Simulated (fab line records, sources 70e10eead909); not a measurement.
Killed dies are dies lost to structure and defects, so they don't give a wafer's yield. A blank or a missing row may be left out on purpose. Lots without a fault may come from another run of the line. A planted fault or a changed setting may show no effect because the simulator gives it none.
Which tool did it? | flow nand_harc | 13 lots, 39 wafers sampled, at 6 steps of a route of 1302

WHAT THE GAUGES READ, wafer by wafer
NHARC_A_SOURCE_PLATE_THK_MEAS_09: measures by ellipsometry.
lot  | measured     | on            | thk_nm (nm)
L727 | day 7 06:04  | film_metro-01 | 11.0 8.0 9.1
L728 | day 7 06:04  | film_metro-02 | 9.4 8.5 11.2
L730 | day 8 12:45  | film_metro-02 | 10.9 9.2 11.1
L731 | day 8 17:43  | film_metro-02 | 10.1 10.5 11.0
L732 | day 8 23:27  | film_metro-02 | 9.7 10.3 7.6
L736 | day 10 20:30 | film_metro-02 | 9.0 9.6 11.0
L737 | day 11 08:50 | film_metro-02 | 10.2 10.0 9.1
L739 | day 12 07:11 | film_metro-02 | 8.8 10.0 9.2
L746 | day 15 01:53 | film_metro-02 | 8.6 10.7 9.8
L747 | day 15 20:05 | film_metro-02 | 9.6 10.1 6.9
L748 | day 16 07:57 | film_metro-01 | 9.5 8.9 8.7
L749 | day 16 07:57 | film_metro-02 | 9.3 10.1 10.5
L750 | day 16 17:04 | film_metro-01 | 7.9 9.7 9.2

NHARC_A_SOURCE_PLATE_INSPECT_08.
lot  | measured     | on                | raw_defect_count
L727 | day 7 19:07  | defect_inspect-02 | 69 86 70
L728 | day 7 19:10  | defect_inspect-02 | 32 24 63
L730 | day 9 01:47  | defect_inspect-02 | 29 42 30
L731 | day 9 06:43  | defect_inspect-01 | 58 50 40
L732 | day 9 12:35  | defect_inspect-01 | 49 39 79
L736 | day 11 12:14 | defect_inspect-02 | 30 42 43
L737 | day 11 21:26 | defect_inspect-02 | 348 334 325
L739 | day 12 22:28 | defect_inspect-01 | 331 374 319
L746 | day 15 14:50 | defect_inspect-02 | 73 88 94
L747 | day 16 08:52 | defect_inspect-02 | 26 82 48
L748 | day 16 21:02 | defect_inspect-02 | 57 50 50
L749 | day 16 21:02 | defect_inspect-02 | 64 52 42
L750 | day 17 09:25 | defect_inspect-01 | 38 40 52

NHARC_END_SORT_01.
lot  | measured     | on        | killed_at_array | killed_at_other | killed_at_periphery | killed_dies | killed_open | killed_short
L737 | day 28 01:10 | prober-01 | 115 120 121     | 2 2 2           | 5 6 3               | 122 128 126 | 3 3 2       | 2 1 2
L739 | day 29 09:46 | prober-01 | 96 97 84        | 0 1 0           | 3 4 4               | 99 102 88   | 2 1 3       | 2 2 1

WHICH TOOL RAN EACH LOT (tool, then ch and the chambers of the sampled wafers, then the start)
lot  | NHARC_A_ZERO_WELL_ETCH_13        | NHARC_A_ZERO_WELL_RTA_16         | NHARC_A_SOURCE_PLATE_CVD_03
L727 | rie_si-06 ch 0,1,2, day 6 21:29  | rtp_anneal-02 ch 0, day 6 22:32  | lpcvd_poly-04 ch 0, day 7 08:39
L728 | rie_si-05 ch 0,1,3, day 7 00:32  | rtp_anneal-01 ch 0, day 7 01:26  | lpcvd_poly-04 ch 0, day 7 08:39
L730 | rie_si-05 ch 0,2,3, day 8 04:49  | rtp_anneal-01 ch 0, day 8 05:48  | lpcvd_poly-04 ch 0, day 8 15:20
L731 | rie_si-05 ch 2,3, day 8 09:52    | rtp_anneal-02 ch 0, day 8 10:49  | lpcvd_poly-01 ch 0, day 8 20:12
L732 | rie_si-04 ch 1,2,3, day 8 15:10  | rtp_anneal-02 ch 0, day 8 16:03  | lpcvd_poly-02 ch 0, day 9 02:01
L736 | rie_si-06 ch 0,1,3, day 10 12:02 | rtp_anneal-02 ch 0, day 10 12:56 | lpcvd_poly-02 ch 0, day 10 23:04
L737 | rie_si-04 ch 1,2, day 11 00:56   | rtp_anneal-01 ch 0, day 11 01:52 | lpcvd_poly-02 ch 0, day 11 11:25
L739 | rie_si-04 ch 0,1,3, day 11 21:35 | rtp_anneal-02 ch 0, day 11 22:32 | lpcvd_poly-02 ch 0, day 12 09:46
L746 | rie_si-04 ch 0,2,3, day 14 17:55 | rtp_anneal-02 ch 0, day 14 18:51 | lpcvd_poly-02 ch 0, day 15 04:28
L747 | rie_si-06 ch 0,1, day 15 11:26   | rtp_anneal-02 ch 0, day 15 12:25 | lpcvd_poly-02 ch 0, day 15 22:43
L748 | rie_si-04 ch 0,1,2, day 15 23:36 | rtp_anneal-01 ch 0, day 16 00:31 | lpcvd_poly-02 ch 0, day 16 10:32
L749 | rie_si-05 ch 1,2,3, day 16 01:55 | rtp_anneal-01 ch 0, day 16 02:48 | lpcvd_poly-02 ch 0, day 16 10:32
L750 | rie_si-04 ch 0,3, day 16 09:10   | rtp_anneal-01 ch 0, day 16 10:04 | lpcvd_poly-04 ch 0, day 16 19:39
- NHARC_A_ZERO_WELL_ETCH_13: etches the open film in HBr/Cl2, target depth 120 nm, time 40.1 s.
- NHARC_A_ZERO_WELL_RTA_16: time 10 s.
- NHARC_A_SOURCE_PLATE_CVD_03: deposits poly-Si, target thk 200 nm, time 4000 s.

WHAT THE TOOLS THEMSELVES READ (means of the sampled wafers that have a number; where no wafer has one, the mark that the record gives instead)
NHARC_A_ZERO_WELL_ETCH_13.
lot  | tool      | drypump_motor_current_A (A) | oes_product_au (a.u.) | throttle_valve_pct (%)
L727 | rie_si-06 | 5.5                         | 1.007                 | 26.407
L728 | rie_si-05 | 5.8                         | 1.006                 | 26.406
L730 | rie_si-05 | 6.1                         | 1.006                 | 26.404
L731 | rie_si-05 | 6.3                         | 0.995                 | 26.402
L732 | rie_si-04 | 5.4                         | 1.017                 | 26.403
L736 | rie_si-06 | 5.5                         | 1.006                 | 26.406
L737 | rie_si-04 | 5.7                         | 1.017                 | 26.404
L739 | rie_si-04 | 5.4                         | 1.021                 | 26.405
L746 | rie_si-04 | 5.6                         | 1.015                 | 26.408
L747 | rie_si-06 | 5.6                         | 1.002                 | 26.415
L748 | rie_si-04 | 5.7                         | 1.007                 | 26.412
L749 | rie_si-05 | 5.9                         | 0.985                 | 26.409
L750 | rie_si-04 | 5.5                         | 1.013                 | 26.402

NHARC_A_ZERO_WELL_RTA_16.
lot  | tool          | lamp_power_pct (%) | wafer_temp_C_max
L727 | rtp_anneal-02 | 27.0               | 1004.7
L728 | rtp_anneal-01 | 28.2               | 1005.1
L730 | rtp_anneal-01 | 28.2               | 1005.3
L731 | rtp_anneal-02 | 27.0               | 1004.7
L732 | rtp_anneal-02 | 27.0               | 1005.6
L736 | rtp_anneal-02 | 27.1               | 1004.0
L737 | rtp_anneal-01 | 28.2               | 1004.7
L739 | rtp_anneal-02 | 27.0               | 1005.0
L746 | rtp_anneal-02 | 27.0               | 1003.9
L747 | rtp_anneal-02 | 27.0               | 1004.2
L748 | rtp_anneal-01 | 28.2               | 1004.3
L749 | rtp_anneal-01 | 28.2               | 1004.4
L750 | rtp_anneal-01 | 28.3               | 1004.7

NHARC_A_SOURCE_PLATE_CVD_03.
lot  | tool          | tube_center_temp_C (C)
L727 | lpcvd_poly-04 | 620
L728 | lpcvd_poly-04 | 620
L730 | lpcvd_poly-04 | 620
L731 | lpcvd_poly-01 | 620
L732 | lpcvd_poly-02 | 620
L736 | lpcvd_poly-02 | 620
L737 | lpcvd_poly-02 | 620
L739 | lpcvd_poly-02 | 620
L746 | lpcvd_poly-02 | 620
L747 | lpcvd_poly-02 | 620
L748 | lpcvd_poly-02 | 620
L749 | lpcvd_poly-02 | 620
L750 | lpcvd_poly-04 | 620

THE ANSWER, worked out from the rows above alone
Rule: what is usual is taken from the lots themselves. Put in order of their means at a reading, lots are off if they are a third of the lots or fewer, leave a main group of 4 or more, and stand apart from it by a gap of 3 or more times the standard deviation of the main group's means; of several such gaps the widest counts. A main group whose means are all the same, to the digits that the tables above print for the reading, isn't used. A lot without any number at a reading at which 4 lots or more have one is off too. The other lots that the step has rows for count as sound. The gauges are gone through in route order, then the tools' own readings, and for those a lot's mean is taken as printed above. The first step at which some lot is off is used, and at that step the reading that is off furthest; a lot without a number counts as furthest.
Off: L737, L739, at NHARC_A_SOURCE_PLATE_INSPECT_08 (raw_defect_count). The main group: mean 52, standard deviation 15.
A tool fits if, at a process step before that reading, it ran every lot that is off, and no sound lot after the first of them. The gauges at NHARC_A_SOURCE_PLATE_INSPECT_08 are tried like those tools. None of those tried fits.

WHAT THE SIMULATOR HAD PUT IN
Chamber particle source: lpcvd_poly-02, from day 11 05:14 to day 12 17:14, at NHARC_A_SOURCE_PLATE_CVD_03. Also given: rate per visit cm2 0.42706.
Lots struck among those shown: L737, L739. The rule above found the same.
